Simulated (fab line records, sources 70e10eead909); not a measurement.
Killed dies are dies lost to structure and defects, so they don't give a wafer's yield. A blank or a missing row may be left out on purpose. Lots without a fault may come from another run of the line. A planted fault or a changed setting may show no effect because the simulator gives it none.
fab line records | flow nand_harc
record lots=5 wafers=15 last_day=24
route steps=1159 shown A_M0@1003
lots that met no fault: from a run of the same line without faults
start_h: hours from the record's first day to the start of the lot's first wafer shown | wait_h: hours since the lot's step before | " the same as in the row above | L1.1+2: a row that stands for several wafers | - no value, or no start given | * or withheld: withheld | < > ~ a bound
route shown NAME@n: a module of which the file shows steps, and the number in the route of the first | usual: mean/standard deviation of fault-free wafers | same: alike in all rows | chamber/n: place in a boat | sites: the reading at each site | _std_site: their standard deviation | _edge_site: outer sites' mean less inner sites' | radius_mm: how far each site lies from the wafer's centre | mask NAME#n: copy n | behind: the tool/chamber that last shaped the wafer | hold: why the lot was held/for how many hours/how that ended | device: the transistor (n, p or np) that didn't switch | end of line: the same wafers' tests at the end of the route | a step without rows: its recipe alone | killed: dies lost to structure and defects at the first sort, not the wafer's yield | map: a wafer's dies, x killed, . not, _ none there
set.NAME: the setting as run; set.NAME@STEP: as run at that earlier step | model.NAME: the simulator's own value behind a step, which no gauge read
lots at some steps of the route; a table a step, a row a wafer
services: from which hour (start_h, from the record's first day; less than 0 if before it) a tool's chamber was out of use, for how many hours, and why
## steps
# step NHARC_A_M0_DEVELOP_08
# recipe develop_time_s=35 dev_temp_c=23
# step NHARC_A_M0_CD_MEAS_09
# recipe target_cd_nm=80 landing_energy_ev=500
# usual cd_nm=79.8/0.48
# same landing_energy_ev=500
# columns lot.wafer tool chamber start_h wait_h cd_nm
L272.2 cd_sem-01 0 446.08 - 79.6
L272.3 " 0 " " 80.1
L272.4 " 0 " " 79.7
L280.1 cd_sem-02 0 492.57 - 79.5
L280.2 " 0 " " 79.4
L280.5 " 0 " " 79.1
L281.2 cd_sem-02 0 499.26 - 80.1
L281.3 " 0 " " 79.8
L281.4 " 0 " " 80.3
L284.3 cd_sem-01 0 509.46 - 79.5
L284.5 " 0 " " 79.9
L284.6 " 0 " " 79.9
L287.1 cd_sem-03 0 535.65 - 79.5
L287.2 " 0 " " 79.9
L287.5 " 0 " " 79.5
# step NHARC_A_M0_OVL_MEAS_10
# recipe pitch_nm=160
# usual overlay_x_nm=-0.2/0.81 overlay_y_nm=0.2/1
# columns lot.wafer tool chamber start_h wait_h overlay_x_nm overlay_y_nm
L272.2 overlay-02 - 446.18 - -1.4 1.9
L272.3 " - " " -1.1 2.2
L272.4 " - " " -1.1 2.6
L280.1 overlay-01 - 492.66 - 0.6 -0.3
L280.2 " - " " 0.3 -0.1
L280.5 " - " " 0.5 0.2
L281.2 overlay-01 - 499.35 - 1.2 -0.7
L281.3 " - " " 1.8 -1.0
L281.4 " - " " 1.0 -0.1
L284.3 overlay-02 - 509.54 - 1.2 -0.5
L284.5 " - " " 1.2 -0.7
L284.6 " - " " 1.1 -0.4
L287.1 overlay-02 - 535.74 - 0.0 -1.4
L287.2 " - " " -0.3 -1.6
L287.5 " - " " -0.7 -1.6
# step NHARC_A_M0_INSPECT_11
# usual raw_defect_count=33/14
# columns lot.wafer tool chamber start_h wait_h raw_defect_count
L272.2 defect_inspect-02 - 446.22 0.0 50
L272.3 " - " " 37
L272.4 " - " " 41
L280.1 defect_inspect-01 - 492.69 0.0 34
L280.2 " - " " 34
L280.5 " - " " 46
L281.2 defect_inspect-02 - 499.39 0.0 39
L281.3 " - " " 37
L281.4 " - " " 36
L284.3 defect_inspect-01 - 509.58 0.0 15
L284.5 " - " " 10
L284.6 " - " " 13
L287.1 defect_inspect-01 - 535.78 0.0 38
L287.2 " - " " 46
L287.5 " - " " 37
# step NHARC_A_M0_DESCUM_14
# recipe time_s=3 o2_flow_sccm=200 ar_flow_sccm=0 bias_power_w=0 chemistry=O2
# usual drypump_motor_current_A=5.6/0.59 mfc_ar_sccm=0.008/0.012 o2_flow_sccm=200.0/0.63 oes_product_au=0.995/0.0075 rf_vpp_V=57.5/0.89 showerhead_plenum_p_Torr=1.87/0.08 throttle_valve_pct=11.312/0.01
# columns lot.wafer tool chamber start_h wait_h drypump_motor_current_A mfc_ar_sccm o2_flow_sccm oes_product_au rf_hours_counter_h rf_vpp_V showerhead_plenum_p_Torr throttle_valve_pct
L272.2 rie_diel-11 2 446.28 0.1 6.2 0.021 199.5 1.003 6 57.3 1.79 11.308
L272.4 " 0 " " 6.0 0 201.5 0.998 6 58.4 1.91 11.323
L272.3 " 1 " " 4.7 0.025 200.5 0.986 5 57.5 1.83 11.323
L280.1 rie_diel-11 3 492.76 0.1 4.8 0 199.9 0.990 9 56.6 1.79 11.322
L280.2 " 0 " " 6.1 0 200.6 0.982 9 56.5 1.91 11.330
L280.5 " 3 " " 4.8 0 198.4 0.997 - 57.6 1.79 11.312
L281.3 rie_diel-11 2 499.45 0.1 6.2 0.021 200.6 0.988 10 57.0 1.79 11.304
L281.2 " 0 " " 6.0 0 200.1 0.989 9 58.4 1.91 11.312
L281.4 " 2 " " 6.2 0.021 199.7 0.985 - 57.3 1.79 11.311
L284.3 rie_diel-11 0 509.66 0.1 6.0 0 200.3 0.983 10 57.0 1.91 11.301
L284.6 " 2 " " 6.2 0.021 198.9 0.992 - 56.6 1.79 11.330
L284.5 " 3 " " 4.8 0 199.9 0.997 - 57.5 1.79 11.294
L287.1 rie_diel-11 2 535.85 0.1 6.2 0.021 199.5 1.003 12 56.4 1.79 11.319
L287.2 " 0 " " 6.0 0 200.0 0.989 11 57.5 1.91 11.312
L287.5 " 1 " " 4.7 0.025 200.0 0.985 - 57.9 1.83 11.309
# step NHARC_A_M0_ETCH_34
# recipe target_depth_a=400 overetch_a=120 time_s=43.94 ion_energy_ev=200 n2_flow_sccm=150 h2_flow_sccm=150 ar_flow_sccm=0 rf_w=400 bias_w=150 chemistry=N2/H2
# usual bias_w=150.0/0.48 drypump_motor_current_A=5.6/0.57 mfc_ar_sccm=0.008/0.012 n2_flow_sccm=149.9/0.41 oes_product_au=0.996/0.0065 rf_vpp_V=429.3/2.7 showerhead_plenum_p_Torr=2.00/0.093 throttle_valve_pct=14.171/0.0082
# columns lot.wafer tool chamber start_h wait_h bias_w drypump_motor_current_A mfc_ar_sccm n2_flow_sccm oes_product_au rf_hours_counter_h rf_vpp_V showerhead_plenum_p_Torr throttle_valve_pct
L272.2 rie_diel-11 3 446.36 0.1 149.4 4.8 0 149.9 1.010 6 426.2 1.91 14.168
L272.4 " 0 " " 149.8 6.1 0 150.0 1.009 6 431.5 2.03 14.165
L272.3 " 1 " " 150.2 4.7 0.025 150.0 0.996 5 427.2 1.95 14.180
L280.2 rie_diel-11 1 492.84 0.1 150.6 4.7 0.025 150.6 0.997 9 428.7 1.94 14.169
L280.1 " 0 " " 149.7 6.0 0 149.7 0.994 9 430.4 2.03 14.177
L280.5 " 2 " " 150.4 6.2 0.021 149.5 1.000 - 426.9 1.90 14.173
L281.3 rie_diel-11 2 499.56 0.1 149.6 6.2 0.021 149.8 0.998 10 426.7 1.90 14.162
L281.2 " 3 " " 150.2 4.8 0 149.4 1.005 10 426.8 1.91 14.148
L281.4 " 2 " " 150.1 6.2 0.021 149.2 0.992 - 426.1 1.90 14.171
L284.3 rie_diel-11 3 509.73 0.1 149.9 4.8 0 149.9 0.998 10 425.7 1.91 14.167
L284.6 " 3 " " 149.3 4.8 0 149.8 0.994 - 426.7 1.91 14.181
L284.5 " 0 " " 150.9 6.1 0 149.4 0.982 - 430.5 2.03 14.173
L287.2 rie_diel-11 3 535.93 0.1 150.3 4.8 0 149.6 0.993 12 426.1 1.90 14.176
L287.1 " 1 " " 150.0 4.7 0.025 149.3 0.993 12 426.1 1.94 14.171
L287.5 " 3 " " 149.5 4.8 0 149.6 0.994 - 425.6 1.90 14.171
# step NHARC_A_M0_ETCH_15
# recipe target_depth_a=1500 overetch_a=150 time_s=82.5 c4f8_flow_sccm=withheld ar_flow_sccm=400 rf_w=600 bias_w=300 chemistry=C4F8/Ar
# usual bias_w=299.9/0.87 oes_product_au=0.940/0.022 rf_vpp_V=439.7/2.7
# columns lot.wafer tool chamber start_h wait_h bias_w oes_product_au rf_hours_counter_h rf_vpp_V
L272.4 rie_diel-11 0 - - 300.5 0.965 6 439.8
L272.2 " 1 " " 299.0 0.970 5 437.9
L272.3 " 3 " " 298.8 0.953 6 437.4
L280.2 rie_diel-11 1 - - 301.1 0.957 9 437.1
L280.1 " 3 " " 298.2 0.956 9 437.2
L280.5 " 0 " " 300.3 0.940 - 440.7
L281.3 rie_diel-11 0 - - 299.2 0.914 9 441.8
L281.2 " 3 " " 299.9 0.919 10 435.6
L281.4 " 3 " " 299.2 0.921 - 436.9
L284.3 rie_diel-11 0 - - 300.5 0.953 10 441.5
L284.6 " 2 " " 300.3 0.955 - 436.1
L284.5 " 3 " " 298.7 0.954 - 436.8
L287.1 rie_diel-11 1 - - 299.2 0.954 12 438.7
L287.2 " 3 " " 300.5 0.979 12 437.1
L287.5 " 0 " " 300.1 0.975 - 440.1
# step NHARC_A_M0_CD_MEAS_16
# usual cd_nm=79.6/0.63
# columns lot.wafer tool chamber start_h wait_h cd_nm
L272.2 cd_sem-02 - 446.59 - 79.1
L272.3 " - " " 80.5
L272.4 " - " " 79.5
L280.1 cd_sem-01 - 493.05 - 80.0
L280.2 " - " " 79.5
L280.5 " - " " 79.7
L281.2 cd_sem-03 - 499.79 - 80.1
L281.3 " - " " 79.3
L281.4 " - " " 79.5
L284.3 cd_sem-03 - 509.94 - 78.9
L284.5 " - " " 78.4
L284.6 " - " " 79.4
L287.1 cd_sem-02 - 536.14 - 79.0
L287.2 " - " " 79.5
L287.5 " - " " 79.4
# step NHARC_A_M0_STRIP_18
# recipe power_w=1000 n2_flow_sccm=150 h2_flow_sccm=150 ar_flow_sccm=0 bias_w=0 chemistry=N2/H2
# usual drypump_motor_current_A=5.7/0.59 mfc_ar_sccm=0.007/0.011 n2_flow_sccm=150.0/0.42 oes_product_au=0.997/0.0071 rf_vpp_V=90.5/0.96 showerhead_plenum_p_Torr=2.01/0.094 throttle_valve_pct=14.171/0.0081
# same bias_w=0
# columns lot.wafer tool chamber start_h wait_h drypump_motor_current_A mfc_ar_sccm n2_flow_sccm oes_product_au rf_hours_counter_h rf_vpp_V showerhead_plenum_p_Torr throttle_valve_pct
L272.2 rie_diel-07 0 446.66 0.1 6.0 0 149.8 1.002 2.8 90.3 1.95 14.184
L272.3 " 2 " " 5.5 0.032 149.2 0.994 2.6 90.7 1.99 14.185
L272.4 " 3 " " 5.2 0 149.5 0.994 2.8 91.8 2.17 14.177
L280.1 rie_diel-04 3 493.18 0.1 6.5 0.005 149.4 0.997 1.4 89.9 1.95 14.168
L280.2 " 0 " " 5.7 0 149.7 0.986 1.2 92.6 2.19 14.168
L280.5 " 2 " " 6.4 0 150.1 0.999 - 90.3 2.00 14.176
L281.2 rie_diel-04 3 499.86 0.1 6.5 0.005 150.4 1.009 1.9 89.2 1.95 14.166
L281.3 " 1 " " 5.3 0.008 149.8 0.994 1.6 90.9 2.14 14.171
L281.4 " 2 " " 6.4 0 150.1 0.994 1.7 90.4 2.00 14.172
L284.3 rie_diel-07 3 510.09 0.1 5.1 0 150.7 1.001 5.8 92.2 2.17 14.185
L284.5 " 0 " " 6.0 0 150.9 1.009 - 89.8 1.95 14.174
L284.6 " 1 " " 5.2 0 150.1 1.011 - 90.5 1.96 14.167
L287.2 rie_diel-04 2 536.26 0.1 6.4 0 150.3 0.999 5.0 90.9 2.00 14.183
L287.1 " 3 " " 6.4 0.005 150.4 1.013 5.2 91.2 1.95 14.173
L287.5 " 0 " " 5.7 0 149.5 1.005 - 90.7 2.19 14.160
# step NHARC_A_M0_STRIP_19
# recipe time_s=600 temp_c=30 chemistry=post_etch_residue_remover
# step NHARC_A_M0_DEGAS_28
# recipe temp_c=250 time_s=60
# step NHARC_A_M0_PRE_CLEAN_29
# recipe time_s=30 temp_c=280 gas=H2/He
# usual heater_power_w=412/50
# columns lot.wafer tool chamber start_h wait_h heater_power_w
L272.3 pvd_sputter-01 - - - 398
L272.4 " - " " 359
L272.2 " - " " 413
L280.2 pvd_sputter-03 - - - 371
L280.1 " - " " 465
L280.5 " - " " 414
L281.3 pvd_sputter-02 - - - 472
L281.4 " - " " 452
L281.2 " - " " 490
L284.3 pvd_sputter-01 - - - 397
L284.5 " - " " 374
L284.6 " - " " 428
L287.1 pvd_sputter-02 - - - 447
L287.2 " - " " 482
L287.5 " - " " 466
# step NHARC_A_M0_PVD_20
# recipe target_thk_a=50 bias_v=168.6 power_w=15000 chamber_pressure_pa=0.12 time_s=8.06 substrate_temp_c=50 material=TaN
# usual throttle_valve_pct=30.2/1 time_s=8.06/0
# columns lot.wafer tool chamber start_h wait_h throttle_valve_pct time_s
L272.4 pvd_sputter-01 - 447.33 - 30.8 8.06
L272.2 " - " " 31.0 8.06
L272.3 " - " " 31.5 8.06
L280.1 pvd_sputter-03 - 493.80 - 28.9 8.06
L280.2 " - " " 31.1 8.06
L280.5 " - " " 31.0 8.06
L281.3 pvd_sputter-02 - 500.54 - 30.4 8.06
L281.4 " - " " 27.7 8.06
L281.2 " - " " 29.7 8.06
L284.3 pvd_sputter-01 - 510.71 - 31.5 6.4847
L284.6 " - " " 29.7 8.06
L284.5 " - " " 30.7 6.4847
L287.2 pvd_sputter-02 - 536.88 - 30.8 8.06
L287.1 " - " " 30.2 8.06
L287.5 " - " " 30.6 8.06
# step NHARC_A_M0_PVD_21
# recipe target_thk_a=300 chamber_pressure_pa=5 power_w=5000 substrate_temp_c=30 time_s=20.49 material=Cu
## services
# columns tool chamber start_h hours kind
rie_diel-11 0 424.50 - clean
rie_diel-11 1 424.50 - clean
rie_diel-11 2 424.50 - clean
rie_diel-11 3 424.50 - clean
rie_diel-04 1 437.70 15.6 repair
pvd_sputter-03 - 439.51 8.0 repair
rie_diel-07 1 448.00 10.0 repair
rie_diel-11 0 449.00 - clean
rie_diel-11 1 449.00 - clean
rie_diel-11 2 449.00 - clean
rie_diel-11 3 449.00 - clean
pvd_sputter-02 - 453.76 7.9 repair
pvd_sputter-03 - 458.00 10.0 pm
rie_diel-04 - 465.90 9.0 pm
rie_diel-11 0 468.15 14.7 repair
rie_diel-11 1 473.50 - clean
rie_diel-11 2 473.50 - clean
rie_diel-11 3 473.50 - clean
rie_diel-11 2 486.28 1.2 repair
rie_diel-11 1 497.02 2.7 repair
rie_diel-11 0 498.00 - clean
pvd_sputter-01 - 514.04 10.0 pm
rie_diel-04 1 514.64 13.2 repair
rie_diel-04 0 519.76 8.3 repair
## key
first_sign step=NHARC_A_M0_PVD_20 reading=time_s direction=down sigmas=99+ usual=* struck=*
effect none on later readings
met_at NHARC_A_M0_PVD_20
struck_wafers L284.3,L284.5
onset_between 447.33 510.71
fault kind=process_parameter_drift tool=pvd_sputter-01 chamber=- onset_h=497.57 steps=NHARC_A_M0_PVD_20 channel=time_s offset=* shape=step end_h=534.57 scope=struck_wafers_only acts_in=* stated=*
